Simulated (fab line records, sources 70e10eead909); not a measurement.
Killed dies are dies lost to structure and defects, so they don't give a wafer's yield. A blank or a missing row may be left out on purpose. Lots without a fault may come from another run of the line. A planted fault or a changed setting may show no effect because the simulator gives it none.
Problem report in the 8D (eight disciplines) form, filled by code | flow nand_harc | the parts of the form that need people (team, actions taken, sign-off) are left out

1. THE PROBLEM
killed_dies at NHARC_END_SORT_01 reads a mean of 132 on 2 wafers of 2 lots; wafers without a fault read 59 with a standard deviation of 15. That is +4.8 standard deviations from the usual mean.
First seen on wafer L368.1, day 32 02:10, on prober-02. The record holds 9 wafers of 3 lots with a number at this step. Rule for "out", or "out of limits": more than 4 standard deviations from the usual mean. The other wafers with a number count as sound.

2. WHAT IT IS AND WHAT IT IS NOT
question                    | is                           | is not
which readings at this step | killed_dies, killed_at_array | killed_at_other, killed_at_periphery, killed_open, killed_short
which lots                  | L368, L370                   | L362
which wafers of those lots  | L368.1, L370.4               | L368.3, L368.4, L370.2, L370.6
read on which gauges        | prober-02                    | prober-01
when                        | from day 32 02:10            | up to then (3 sound wafers); but 4 sound wafers of L368, L370 came after

3. SUSPECTS, AND WHAT RULES EACH OUT
Counting: a tool at a process step up to the reading stays a suspect if it ran every lot that is out. Sound lots after the first of them don't rule it out here, since some wafers of a struck lot are sound.
- the gauge at NHARC_END_SORT_01: kept. All the wafers that are out were read on prober-02, and no step on other tools shows them out.
- wet_bench-07 at NHARC_A_CHANNEL_FILL_D1_PRECLEAN_21 (cleans in dHF, time 30 s): kept. It ran every lot that is out, first L368 (day 17 22:24); its last sound lot up to then is L362 (day 15 18:17).
- pvd_sputter-02 at NHARC_THIN_TSV_PVD_51 (deposits Cu, target thk 100 nm): kept. It ran every lot that is out, first L368 (day 31 18:05). NHARC_THIN_TSV_PVD_51 gives no start for some lots, so the hours and the order of its lots are those of NHARC_THIN_TSV_CD_MEAS_33.
- plasma_asher-01 at NHARC_THIN_TSV_STRIP_56 (strips in O2): kept. It ran every lot that is out, first L368 (day 31 18:46); its last sound lot up to then is L362 (day 29 09:19).
Left after counting: wet_bench-07 at NHARC_A_CHANNEL_FILL_D1_PRECLEAN_21, pvd_sputter-02 at NHARC_THIN_TSV_PVD_51, plasma_asher-01 at NHARC_THIN_TSV_STRIP_56, prober-02 at NHARC_END_SORT_01.

4. THE CAUSE (what the simulator had put in)
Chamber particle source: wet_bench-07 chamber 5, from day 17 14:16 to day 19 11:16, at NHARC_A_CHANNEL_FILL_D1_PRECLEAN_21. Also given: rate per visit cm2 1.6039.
Counting left 4 suspects, and this tool is among them.

5. THE CHAIN OF EFFECTS, in route order
Each row: a reading whose mean over the struck wafers that have a number lies more than 3 standard deviations from the usual. Only readings for which the record gives a usual standard deviation are gone through. hours: the time from each lot's start at the first step in this table that gives one to its start at this step, as a median over the lots. sigmas: the change in usual standard deviations.
hours | step              | reading         | usual | on struck wafers | change | sigmas
0     | NHARC_END_SORT_01 | killed_at_array | 55    | 128              | +72    | +4.8
0     | NHARC_END_SORT_01 | killed_dies     | 59    | 132              | +72    | +4.8

6. WHAT WOULD HAVE CAUGHT IT SOONER
In this record the first reading out of limits at a measuring or inspecting step was taken at day 32 02:10, 348 hours after the fault began at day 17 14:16.
All the lots that are out (2) had begun NHARC_A_CHANNEL_FILL_D1_PRECLEAN_21 on wet_bench-07 by day 32 02:10. A hold on the tool at that time would have spared none of them.
